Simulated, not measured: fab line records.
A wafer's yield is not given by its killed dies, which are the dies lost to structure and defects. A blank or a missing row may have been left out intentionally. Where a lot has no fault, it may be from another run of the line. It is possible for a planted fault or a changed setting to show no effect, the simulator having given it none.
A lot that was struck, set against a sound lot -- flow n5 finfet -- 38 steps out of a route of 1938
Sound: these wafers, L807.2, L807.3, L807.5. Wafers L795.2, L795.3, L795.4 were the ones struck. Last of all comes the cause.
Per side, at each step with rows, come the tool, then ch with its chambers, and then its first start. Under that, the readings that differ: sound wafers -- struck wafers -- difference of the means -- sigmas: that difference in standard deviations of wafers without a fault.
alike: readings whose means differ by less than 2 such deviations, and words and numbers that are the same on both sides. not compared: withheld readings, readings that some wafer has no value for, bounds like >300 that may hide the same value, and numbers for which the record gives no deviation and whose values overlap.
A row with sigmas, a row that says differs or no value, or rows on one side alone: a step with any of these is where the two part. When numbers do not overlap yet have no deviation, they are printed without sigmas and do not part them. A reading that every wafer of one side lacks parts them only if that side has two wafers or more.

first, 12 steps without rows for these wafers: N5_SD_EPI_P_STRIP_38 (strips in N2/H2); N5_SD_EPI_P_ETCHBACK_46 (etches SiNx in CH3F/O2, stops on SiO2, target depth 17.5 nm); N5_SD_EPI_P_ETCH_47 (etches SiOCN in CH3F/O2, target depth 25 nm); N5_SD_EPI_P_ETCH_16 (etches SiO2 in CHF3/O2, target depth 5 nm); N5_SD_EPI_P_STRIP_50 (strips in CHF3/O2); N5_SD_EPI_P_SD_RECESS_17 (chemistry HBr/Cl2/O2, target depth 39.1 nm, bt time 3 s); N5_SD_EPI_P_WET_ETCH_45 (etches SiO2 in dHF, time 10.7 s, target depth 2 nm, rinse time 30 s); N5_SD_EPI_P_STRIP_40 (strips in N2/H2); N5_SD_EPI_P_PRECLEAN_52 (cleans in O3/DIW, time 60 s); N5_SD_EPI_P_SRD_20 (time 30 s); N5_SD_EPI_P_PRECLEAN_51 (cleans in NF3:NH3, afs cycles 1, time 20 s, sublimation time 60 s); N5_SD_EPI_P_VAPOR_ETCH_44 (etches SiGe30 in NF3/Ar, time 3.3 s).
N5_SD_EPI_P_EPI_21: deposits SiGe:B, time 355 s.
  sound on epi rpcvd-04 ch 0, day 8 14:24; struck on epi rpcvd-01 ch 0, day 5 14:02
reading,sound,struck,difference,sigmas
epi growth time s (s),355 355 355,236.19 236.19 236.19,-118.81,
model.SiGe-B_of_SD_EPI_P_EPI_21.thk nm (nm),61.2 61.6 61.2,43.6 43.4 44,-17.7,
N5_SD_EPI_P_EPI_MEAS_23:
  sound: film metro-01 at day 8 16:14; struck: film metro-02 at day 5 15:53
reading,sound,struck,difference,sigmas
thk nm (nm),60.6 61.0 60.9,44.6 42.5 41.5,-18.0,-13
then, 8 steps without rows for these wafers: N5_SD_EPI_P_HM_STRIP_48 (strips SiNx in H3PO4, material SiNx, target depth 3 nm); N5_SD_EPI_P_SRD_49 (time 30 s); N5_SD_EPI_P_PRECLEAN_24 (cleans in O3/DIW, time 45 s); N5_SD_EPI_P_PRECLEAN_32 (cleans in dHF, time 10 s); N5_SD_EPI_P_PRECLEAN_33 (cleans in SC2, time 45 s); N5_SD_EPI_P_SRD_25 (time 30 s); N5_SD_ACTIVATION_RTA_00 (time 0 s); N5_SD_ACTIVATION_LSA_01 (time 0.0008 s).
N5_SD_ACTIVATION_RS_MEAS_03: measurement is done with a four-point probe.
  sound: film metro-01 at day 8 16:59; struck: film metro-01 at day 5 16:31
reading,sound,struck,difference,sigmas
RS_SD_P (ohm/sq),55.2 55.1 55.7,79.5 80.1 78.6,+24.1,+27
  alike: RS_SD_N
then, 12 steps without rows for these wafers: N5_ILD0_LINER_00 (material SiNx, target thk 4 nm, pulse time 1 s, purge time 2 s); N5_ILD0_FCVD_FILL_01 (material SiO2 flowable, target thk 200 nm, time 328.3 s); N5_ILD0_CURE_02 (time 1800 s); N5_ILD0_CMP_03 (polishes, stops on SiNx, t overpolish 1.9 s, target thk 197.38 nm); N5_ILD0_CMP_07 (polishes SiO2 flowable, stops on poly-Si, t overpolish 1.18 s, target thk 138.88 nm); N5_ILD0_PRECLEAN_10 (cleans in NF3:NH3, afs cycles 5, time 20 s, sublimation time 60 s); N5_ILD0_ALD_15 (deposits SiNx, target thk 24 nm, pulse time 1 s, ald cycles 480); N5_ILD0_CMP_12 (polishes SiNx, stops on poly-Si, t overpolish 6 s, target thk 17.67 nm); N5_SDB_HM_DEP_00 (deposits SiNx from SiH4/NH3/N2, target thk 40 nm, time 35.3 s); N5_SDB_COAT_03 (time 60 s, resist thk 100 nm); N5_SDB_COAT_04 (time 60 s, resist thk 18 nm); N5_SDB_COAT_05 (resist thk 90 nm).
N5_MOL_CONTACT_COAG_ETCH_110: etches Si in CF4/O2, target depth 2.5 nm, time 8 s.
  sound on rie diel-06 ch 0,3, day 9 23:38; struck on rie diel-04 ch 0,1,3, day 6 22:25
reading,sound,struck,difference,sigmas
oes_f_703_au (a.u.),0.98 0.76 0.98,0.69 0.81 0.73,-0.16,-2
oes product au (a.u.),0.96 0.75 0.96,0.68 0.78 0.75,-0.15,-2
model.SiGe-B_of_SD_EPI_P_EPI_21.thk nm (nm),58.2 58.6 58.2,41.6 41.4 41.8,-16.7,
  alike: drypump motor current A, rf vpp V, showerhead plenum p Torr, throttle valve pct
  not compared: rf hours counter h
-- a jump in the record: the struck wafers' starts before and after are 3 days apart (it breaks off in module MOL_CONTACT_COAG and resumes in module BEOL_M4, where the first step shown is number 1111 of the route) --
N5_BEOL_M4_RC_MEAS_101:
  sound on prober-02 ch 0, day 13 02:27; struck on prober-02 ch 0, day 9 16:20
reading,sound,struck,difference,sigmas
IOFF_P (nA/um),0.28 0.25 0.25,0.13 0.17 0.11,-0.12,-3
ION_P (uA/um),470 473 468,426 439 422,-41,-5
REXT_P (ohm.um),96.9 98.3 98.8,119.9 119.7 124.3,+23.3,+9
RS_SD_P (ohm/sq),65.2 63.7 65.0,93.7 94.2 92.9,+29.0,+22
VT_P (mV),-246 -246 -246,-264 -260 -265,-17,-5
VT_P_LVT (mV),-91 -91 -91,-110 -106 -113,-19,-6
  alike: DIBL_N, DIBL_P, IOFF_N, ION_N, SS_N, SS_P, VT_N
-- record jumps: 4 days separate the struck wafers' starts on either side; left off in module BEOL_M4, taken up again in module PASSIVATION, whose first shown step is the route's number 1936 --
N5_PASSIVATION_PROBE_49:
  record: rows for the struck wafers here (prober-02, day 13 18:52), none for the sound ones

== WHERE THEY PART ==
At N5_SD_EPI_P_EPI_MEAS_23 first; at N5_PASSIVATION_PROBE_49 last (within this record only).

WHY: whatever the simulator had introduced
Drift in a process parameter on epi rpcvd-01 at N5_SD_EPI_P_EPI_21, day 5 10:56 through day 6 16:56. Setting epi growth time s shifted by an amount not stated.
